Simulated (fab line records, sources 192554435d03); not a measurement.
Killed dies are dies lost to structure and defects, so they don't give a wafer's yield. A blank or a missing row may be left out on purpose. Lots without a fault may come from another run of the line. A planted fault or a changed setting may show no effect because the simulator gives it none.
Chamber matching | flow n5_finfet | N5_BEOL_M13_ETCH_68 on rie_diel-06: 4 sister chambers
The step etches SOC in N2/H2, time 355 s. 4 wafers are shown with their chamber, then 12 later ones without.

WAFERS WITH THEIR CHAMBER
wafer  | chamber | throttle_valve_pct (%)
L088.2 | 3       | 17.3
L092.1 | 0       | 18.0
L092.2 | 2       | 18.2
L092.3 | 1       | 18.2

WAFERS WITHOUT THEIR CHAMBER
wafer  | throttle_valve_pct (%)
L094.1 | 18.2
L094.4 | 17.4
L094.6 | 18.2
L093.3 | 18.2
L093.4 | 17.4
L093.6 | 17.4
L095.2 | 18.3
L095.3 | 18.0
L095.6 | 17.4
L097.1 | 17.4
L097.4 | 18.2
L097.6 | 18.3

WHICH CHAMBER EACH WENT THROUGH
wafer  | from the rows above     | in truth
L094.1 | can't be placed: 1 or 2 | 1
L094.4 | 3                       | 3
L094.6 | can't be placed: 1 or 2 | 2
L093.3 | can't be placed: 1 or 2 | 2
L093.4 | 3                       | 3
L093.6 | 3                       | 3
L095.2 | can't be placed: 1 or 2 | 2
L095.3 | 0                       | 0
L095.6 | 3                       | 3
L097.1 | 3                       | 3
L097.4 | can't be placed: 1 or 2 | 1
L097.6 | can't be placed: 1 or 2 | 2
Placed correctly: 6 of 12. Can't be placed from these rows: 6 (the true chamber is among the candidates in 6). Placed wrongly: 0.
How it was worked out, from the rows above alone: a wafer's distance from a chamber is the root of the sum, over the readings, of the square of ((its reading less the chamber's mean) divided by the reading's scatter). The wafer belongs to the nearest chamber; if the next one is less than 2 further off, it can't be placed. A chamber's mean is the mean of its shown wafers. The scatter: with one shown wafer a chamber, the root of the mean of the squares of how far each hidden wafer lies from its nearest shown one.
